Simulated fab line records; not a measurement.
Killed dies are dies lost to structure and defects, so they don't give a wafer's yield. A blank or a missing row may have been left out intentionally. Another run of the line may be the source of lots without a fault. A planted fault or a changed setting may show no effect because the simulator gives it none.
A lot that was struck, set against a sound lot + flow nandHarc + 14 steps out of a route of 1302
Sound: wafers L821.1, L821.4, L821.6. Struck: wafers L833.2, L833.3. (L833.4 of the same lot was not struck and is left out.) The cause comes at the end.
Each step with rows lists, per side, the tool, then ch with its chambers, then its first start. Under that, the readings that differ: sound wafers + struck wafers + difference of the means + sigmas: that difference in standard deviations of wafers without a fault.
alike: words and numbers the same on both sides, and readings whose means are apart by under 2 such deviations; not compared: readings that were withheld, readings missing a value for some wafer, numbers with overlapping values and no deviation given by the record, and bounds like >300 which may hide the same value.
A row with sigmas, a row that says differs or no value, or rows on one side alone: a step with any of these is where the two part. Numbers that don't overlap but have no deviation are shown without sigmas and don't part them. A reading missing from all wafers of one side parts the sides only when that side holds two or more wafers.

NHARC_A_ZERO_WELL_INSPECT_17:
  sound on defectInspect-01 at day 7 00:24; struck on defectInspect-02 at day 12 05:59
  alike: rawDefectCount
then, 3 steps without rows for these wafers: NHARC_A_SOURCE_PLATE_PRECLEAN_00 (cleans in HF-LAST, time 60 s); NHARC_A_SOURCE_PLATE_SRD_01; NHARC_A_SOURCE_PLATE_OXIDE_02 (material SiO2, target thk 10 nm, ox time 1362 s).
NHARC_A_SOURCE_PLATE_THK_MEAS_09: measures by ellipsometry.
  sound on filmMetro-02 at day 7 07:40; struck on filmMetro-02 at day 12 13:17
  alike: thkNm
then, 3 steps without rows for these wafers: NHARC_A_SOURCE_PLATE_PVD_04 (deposits WSi2, target thk 50 nm); NHARC_A_SOURCE_PLATE_CVD_03 (deposits poly-Si, target thk 200 nm, time 4000 s); NHARC_A_SOURCE_PLATE_ANNEAL_05 (time 1800 s).
NHARC_A_SOURCE_PLATE_THK_MEAS_06: measures by ellipsometry.
  sound on filmMetro-02 at day 7 20:04; struck on filmMetro-01 at day 13 02:00
  alike: thkNm
NHARC_A_SOURCE_PLATE_INSPECT_08:
  sound on defectInspect-01 at day 7 20:10; struck on defectInspect-02 at day 13 02:04
  alike: rawDefectCount
NHARC_A_ONON_D1_DEP_00: target thk 1000 nm.
  sound on pecvdOnon-01 ch 0, day 7 20:14; struck on pecvdOnon-01 ch 0, day 13 02:11
NHARC_A_ONON_D1_THK_MEAS_02: measures by ellipsometry.
  sound on filmMetro-01 at day 7 20:44; struck on filmMetro-02 at day 13 02:39
| reading    | sound          | struck  | difference | sigmas |
|------------|----------------|---------|------------|--------|
| thkNm (nm) | 1026 1026 1026 | 639 638 | -388       | -35    |
then, no rows for these wafers at 1 step: NHARC_A_ONON_D1_DEP_03 (target thk 1000 nm).
-- jump in the record: it breaks off in module A_ONON_D1 and resumes in module END (first step shown: number 1302 of the route), and 17 days separate the struck wafers' starts before and after --
NHARC_END_SORT_01:
  at this point the record logs the struck wafers (prober-01 ch 0, day 30 03:59) and has no rows for the sound ones

WHERE THEY PART
Earliest at NHARC_A_ONON_D1_THK_MEAS_02; latest, in this record, at NHARC_END_SORT_01.

WHY: the cause the simulator had injected
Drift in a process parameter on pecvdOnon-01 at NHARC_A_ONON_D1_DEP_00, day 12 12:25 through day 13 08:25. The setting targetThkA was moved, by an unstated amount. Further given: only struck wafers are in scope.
